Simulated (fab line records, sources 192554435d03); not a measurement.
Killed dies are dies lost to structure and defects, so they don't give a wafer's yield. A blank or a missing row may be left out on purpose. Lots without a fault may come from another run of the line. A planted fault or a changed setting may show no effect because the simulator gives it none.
One fault seen from 2 desks | flow n5_finfet | each desk has only its own numbers; what lay behind them comes last

THE METROLOGY DESK
What the gauges read, lot by lot, whatever tool the lot ran on: means of the sampled wafers that have a number. A lot is out of limits, marked OUT, if its mean lies more than 4 standard deviations from the usual mean; the brackets give that distance. Of its 15 readings 7 are shown: the one that was out of limits first, and those that lie furthest out on some lot.
Columns: A = HK_THK at N5_HKMG_FIN_THK_MEAS_70, usual 1.601 nm; B = DIBL_N at N5_BEOL_M4_RC_MEAS_101, usual 36.2 mV/V; C = EOT_N at N5_BEOL_M4_RC_MEAS_101, usual 10.54; D = EOT_P at N5_BEOL_M4_RC_MEAS_101, usual 10.50; E = IGATE_N at N5_BEOL_M4_RC_MEAS_101, usual 0.0120 nA/um; F = IGATE_P at N5_BEOL_M4_RC_MEAS_101, usual 0.0036 nA/um; G = SS_N at N5_BEOL_M4_RC_MEAS_101, usual 71.4 mV/dec
lot  | first seen here | A               | B    | C                | D               | E                        | F                        | G
L527 | day 5 01:58     | 1.573           | 35.3 | 10.47            | 10.37           | 0.0142                   | 0.0043                   | 71.0
L529 | day 5 14:05     | 1.317 (-15) OUT | 34.9 | 10.03 (-5.6) OUT | 9.96 (-5.6) OUT | 1.2456 (+99 or more) OUT | 0.3848 (+99 or more) OUT | 71.3
L534 | day 6 23:53     | 1.169 (-23) OUT | 32.8 | 9.71 (-9.0) OUT  | 9.68 (-8.6) OUT | 1.8948 (+99 or more) OUT | 0.5480 (+99 or more) OUT | 70.2
L539 | day 8 01:25     | 1.610           | 33.8 | 10.57            | 10.53           | 0.0110                   | 0.0033                   | 70.7
L540 | day 8 09:23     | 1.615           | 36.2 | 10.59            | 10.58           | 0.0109                   | 0.0033                   | 71.7
L541 | day 8 13:55     | 1.600           | 32.4 | 10.49            | 10.47           | 0.0122                   | 0.0037                   | 70.7
L544 | day 9 08:58     | 1.589           | 37.0 | 10.58            | 10.59           | 0.0112                   | 0.0034                   | 71.4
L545 | day 9 15:02     | 1.609           | 36.4 | 10.42            | 10.44           | 0.0139                   | 0.0043                   | 71.4
This desk's finding: out of limits on L529, L534; first on L529, day 5 14:05 (HK_THK at N5_HKMG_FIN_THK_MEAS_70). In limits: L527, L539, L540, L541, L544, L545.

THE TOOL OWNER'S DESK: ald_hk-02
The tool's own readings at N5_HKMG_FIN_HK_ALD_01 (deposits HfO2, target thk 1.6 nm, pulse time 3 s, purge time 3 s): means of the sampled wafers that have a number, for each lot that ran on this tool. A lot is out of limits, marked OUT, if its mean lies more than 4 standard deviations from the usual mean; the brackets give that distance.
Columns: A = precursor_pulse_height_rel at N5_HKMG_FIN_HK_ALD_01, usual 1.001
lot  | first seen here | A
L527 | day 4 22:15     | 1.019
L529 | day 5 10:22     | 0.991
L534 | day 6 19:57     | 1.017
L544 | day 9 05:04     | 1.007
L545 | day 9 11:24     | 1.014
This desk's finding: nothing out of limits on any of the 5 lots.

PUT TOGETHER
The metrology desk could have raised an alarm at day 5 14:05, on L529, L534.
The tool owner's desk saw nothing out of limits.
The tool owner's desk has L529, L534 on record, within its limits.
Of the lots named, all ran N5_HKMG_FIN_HK_ALD_01 on ald_hk-02.

WHAT THE SIMULATOR HAD PUT IN
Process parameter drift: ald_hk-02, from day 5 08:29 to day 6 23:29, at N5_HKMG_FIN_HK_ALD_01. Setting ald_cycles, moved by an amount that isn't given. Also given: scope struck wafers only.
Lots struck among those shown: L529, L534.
Hours from the fault's start to each desk's first reading out of limits: the metrology desk, 6.
